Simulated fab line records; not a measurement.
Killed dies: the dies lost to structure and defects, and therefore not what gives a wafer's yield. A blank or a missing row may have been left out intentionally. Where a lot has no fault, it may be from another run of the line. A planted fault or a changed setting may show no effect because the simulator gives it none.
Chamber matching | flow n5-finfet | N5_BEOL_M14_DESCUM_33 on rie-diel-06: 4 sister chambers
The step chemistry O2, time 7.9 s. 4 wafers are shown with their chamber, then 8 later ones without.

## EACH WAFER AND ITS CHAMBER
wafer  | chamber | drypump-motor-current-A (A)
L076.1 | 3       | 5.4
L085.5 | 0       | 5.7
L090.1 | 2       | 6.3
L093.3 | 1       | 6.6

## WAFERS WITH NO CHAMBER GIVEN
wafer  | drypump-motor-current-A (A)
L093.4 | 5.8
L093.6 | 5.4
L092.3 | 5.4
L092.4 | 6.3
L092.6 | 5.7
L097.1 | 6.3
L097.2 | 5.7
L097.3 | 5.4

## WHICH CHAMBER EACH WENT THROUGH
wafer  | from the rows above | in truth
L093.4 | 0                   | 0
L093.6 | 3                   | 3
L092.3 | 3                   | 3
L092.4 | 2                   | 2
L092.6 | 0                   | 0
L097.1 | 2                   | 2
L097.2 | 0                   | 0
L097.3 | 3                   | 3
8 of 8 placed correctly. From these rows, 0 cannot be placed. Number placed wrongly: 0.
How it was worked out, from the rows above alone: a wafer's distance from a chamber is the root of the sum, over the readings, of the square of ((its reading less the chamber's mean) divided by the reading's scatter). If the next closest chamber is less than 2 further off than the closest, the wafer can't be placed; otherwise it belongs to the closest. Each chamber's mean is taken over the wafers shown for it. The scatter (one wafer shown for each chamber): square how far every hidden wafer sits from the nearest shown wafer, average those squares and take the square root.
